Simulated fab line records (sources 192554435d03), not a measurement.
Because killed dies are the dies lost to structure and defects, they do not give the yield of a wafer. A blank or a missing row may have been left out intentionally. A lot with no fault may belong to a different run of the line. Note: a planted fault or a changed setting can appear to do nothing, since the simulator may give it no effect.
A struck lot beside a sound one | flow n5-finfet | 35 steps out of a route of 1938
Sound: these wafers, L350.1, L350.5, L350.6. Wafers struck: L356.3, L356.4, L356.5. The cause comes at the end.
Order at every step that has rows: each side's tool, ch and its chambers, its first start. Under that, the readings that differ: sound wafers | struck wafers | difference of the means | sigmas: that difference in standard deviations of wafers without a fault.
alike: readings whose means differ by less than 2 such deviations, and words and numbers that are the same on both sides. not compared: withheld readings, readings that some wafer has no value for, bounds like >300 that may hide the same value, and numbers for which the record gives no deviation and whose values overlap.
The two part at a step that has a row with sigmas, a row that says differs or no value, or rows on one side only. Numbers that don't overlap but have no deviation are shown without sigmas and don't part them. A reading that every wafer of one side lacks parts them only if that side has two wafers or more.

first, 7 steps without rows for these wafers: N5_SD_ACTIVATION_RTA_00 (time 0 s); N5_SD_ACTIVATION_LSA_01 (time 0.0008 s); N5_ILD0_LINER_00 (material SiNx, target thk 4 nm, pulse time 1 s, purge time 2 s); N5_ILD0_FCVD_FILL_01 (material SiO2 flowable, target thk 200 nm, time 328.3 s); N5_ILD0_CURE_02 (time 1800 s); N5_ILD0_CMP_03 (polishes, stops on SiNx, t overpolish 1.9 s, target thk 197.38 nm); N5_ILD0_CMP_07 (polishes SiO2 flowable, stops on poly-Si, t overpolish 1.18 s, target thk 138.88 nm).
N5_ILD0_PRECLEAN_10: cleans in NF3:NH3, afs cycles 5, time 20 s, sublimation time 60 s.
  sound on remote-plasma-02 ch 0, day 4 20:10; struck on remote-plasma-02 ch 0, day 6 14:23
  reading        | sound             | struck               | difference | sigmas
  rf-power-w (W) | 30.05 30.09 30.05 | 29.76 29.84 29.73    | -0.29      | -3
  time-s (s)     | 20 20 20          | 22.028 22.028 22.028 | +2.028     |
  alike: sublimation-temp-c
  not compared: model.SiO2_flowable_of_ILD0_FCVD_FILL_01.thk-nm
then, 24 steps without rows for these wafers: N5_ILD0_ALD_15 (deposits SiNx, target thk 24 nm, pulse time 1 s, ald cycles 480); N5_ILD0_CMP_12 (polishes SiNx, stops on poly-Si, t overpolish 6 s, target thk 17.67 nm); N5_SDB_HM_DEP_00 (deposits SiNx from SiH4/NH3/N2, target thk 40 nm, time 35.3 s); N5_SDB_COAT_03 (time 60 s, resist thk 100 nm); N5_SDB_COAT_04 (time 60 s, resist thk 18 nm); N5_SDB_COAT_05 (resist thk 90 nm); N5_SDB_EBR_07; N5_SDB_SOFTBAKE_06 (time 60 s); N5_SDB_EXPOSE_08 (exposes mask SDB); N5_SDB_PEB_09 (peb time 60 s); N5_SDB_DEVELOP_10 (develop time 30 s); N5_SDB_DESCUM_16 (chemistry O2, time 7.9 s); N5_SDB_ETCH_17 (etches SiARC in CF4, target depth 23.4 nm, time 39 s); N5_SDB_ETCH_18 (etches SOC in N2/H2, target depth 100 nm, overetch 20 nm, time 150 s); N5_SDB_STRIP_19 (strips in N2/H2); N5_SDB_STRIP_21 (strips in CF4); N5_SDB_HM_OPEN_20 (chemistry CH3F/O2, target SiNx, stops on poly-Si, target depth 24 nm); N5_SDB_STRIP_22 (strips in N2/H2); N5_SDB_PRECLEAN_23 (cleans in dHF, time 30 s); N5_SDB_DUMMY_REMOVE_24 (chemistry TMAH, target poly-Si, stops on SiO2, target depth 142 nm, time 57 s, rinse time 30 s); N5_SDB_ETCH_25 (etches SiO2 in C4F6/O2, target depth 10 nm, time 3.3 s); N5_SDB_CUT_ETCH_26 (etches Si in HBr/Cl2/O2, target depth 129.6 nm, bt time 20 s, time 51.8 s); N5_SDB_PRECLEAN_38 (cleans in dHF, time 10 s); N5_SDB_PRECLEAN_39 (cleans in O3/DIW, time 45 s).
N5_MOL_CONTACT_COAG_WET_ETCH_116: etches the open film in SC1-inhibited, target depth 4.6 nm, rinse time 30 s.
  sound on wet-bench-01 ch 1,3,7, day 6 09:25; struck on wet-bench-05 ch 2,4,7, day 7 20:44
  not compared: model.SiO2_flowable_of_ILD0_FCVD_FILL_01.thk-nm
-- a jump in the record: the struck wafers' starts before and after are 3 days apart (it breaks off in module MOL_CONTACT_COAG and resumes in module BEOL_M4, where the first step shown is number 1111 of the route) --
N5_BEOL_M4_RC_MEAS_101:
  sound on prober-02 ch 0, day 9 14:19; struck on prober-02 ch 0, day 11 00:29
  reading       | sound          | struck         | difference | sigmas
  DIBL_N (mV/V) | 37.7 35.9 33.4 | 41.2 38.2 39.8 | +4.1       | +3
  SS_N (mV/dec) | 71.1 70.7 70.3 | 72.6 72.0 72.3 | +1.6       | +3
  alike: DIBL_P, IOFF_N, IOFF_P, ION_N, ION_P, SS_P, VT_N, VT_P
next, for these wafers, 1 step has no rows: N5_PASSIVATION_PROBE_49.

== WHERE THEY PART ==
Earliest at N5_ILD0_PRECLEAN_10; latest, in this record, at N5_BEOL_M4_RC_MEAS_101.

WHY: whatever the simulator had introduced
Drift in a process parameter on remote-plasma-02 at N5_ILD0_PRECLEAN_10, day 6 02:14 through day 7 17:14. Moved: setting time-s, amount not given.
